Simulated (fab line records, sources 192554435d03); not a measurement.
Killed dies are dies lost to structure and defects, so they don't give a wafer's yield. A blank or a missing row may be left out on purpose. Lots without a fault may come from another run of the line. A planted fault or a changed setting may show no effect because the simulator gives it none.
Chamber matching | flow n5_finfet | N5_PASSIVATION_DESCUM_12 on rie_diel-01: 4 sister chambers
The step chemistry O2, time 7.9 s. 14 wafers are shown with their chamber, then 7 later ones without.

WAFERS WITH THEIR CHAMBER
wafer  | chamber | throttle_valve_pct (%) | showerhead_plenum_p_Torr (Torr) | drypump_motor_current_A (A)
L613.1 | 1       | 19.89                  | 2.05                            | 6.0
L613.3 | 3       | 20.34                  | 2.15                            | 5.7
L613.6 | 0       | 20.47                  | 2.21                            | 5.3
L615.1 | 1       | 19.89                  | 2.05                            | 6.0
L615.4 | 2       | 20.59                  | 2.08                            | 5.4
L615.6 | 0       | 20.47                  | 2.21                            | 5.3
L619.1 | 2       | 20.60                  | 2.07                            | 5.4
L619.4 | 0       | 20.47                  | 2.20                            | 5.3
L619.5 | 2       | 20.61                  | 2.07                            | 5.5
L622.2 | 1       | 19.91                  | 2.04                            | 6.0
L622.3 | 0       | 20.50                  | 2.20                            | 5.3
L622.4 | 3       | 20.36                  | 2.14                            | 5.7
L631.1 | 0       | 20.54                  | 2.20                            | 5.4
L631.2 | 1       | 19.92                  | 2.04                            | 6.0

SIGNATURES (means of the wafers above)
reading                  | chamber 0 | chamber 1 | chamber 2 | chamber 3 | scatter within a chamber
throttle_valve_pct       | 20.4900   | 19.9025   | 20.6000   | 20.3500   | 0.0221
showerhead_plenum_p_Torr | 2.2040    | 2.0450    | 2.0733    | 2.1450    | 0.0058
drypump_motor_current_A  | 5.320     | 6.000     | 5.433     | 5.700     | 0.0383
Rule: a wafer's distance from a chamber is the root of the sum, over the readings, of the square of ((its reading less the chamber's mean) divided by the reading's scatter). The wafer belongs to the nearest chamber; if the next one is less than 2 further off, it can't be placed. The scatter: the root of (the sum of the squares of (reading less its chamber's mean) over the shown wafers, divided by (wafers less chambers)).

WAFERS WITHOUT THEIR CHAMBER
wafer  | throttle_valve_pct (%) | showerhead_plenum_p_Torr (Torr) | drypump_motor_current_A (A)
L631.4 | 19.93                  | 2.04                            | 6.0
L634.1 | 19.95                  | 2.04                            | 6.0
L634.2 | 20.54                  | 2.19                            | 5.3
L634.6 | 19.96                  | 2.04                            | 6.0
L636.1 | 20.68                  | 2.06                            | 5.4
L636.2 | 20.06                  | 2.13                            | 5.7
L636.5 | 20.05                  | 2.13                            | 5.7

WHICH CHAMBER EACH WENT THROUGH
wafer  | from the rows above | in truth
L631.4 | 1                   | 1
L634.1 | 1                   | 1
L634.2 | 0                   | 0
L634.6 | 1                   | 1
L636.1 | 2                   | 2
L636.2 | 3                   | 3
L636.5 | 3                   | 3
Placed correctly: 7 of 7. Can't be placed from these rows: 0. Placed wrongly: 0.
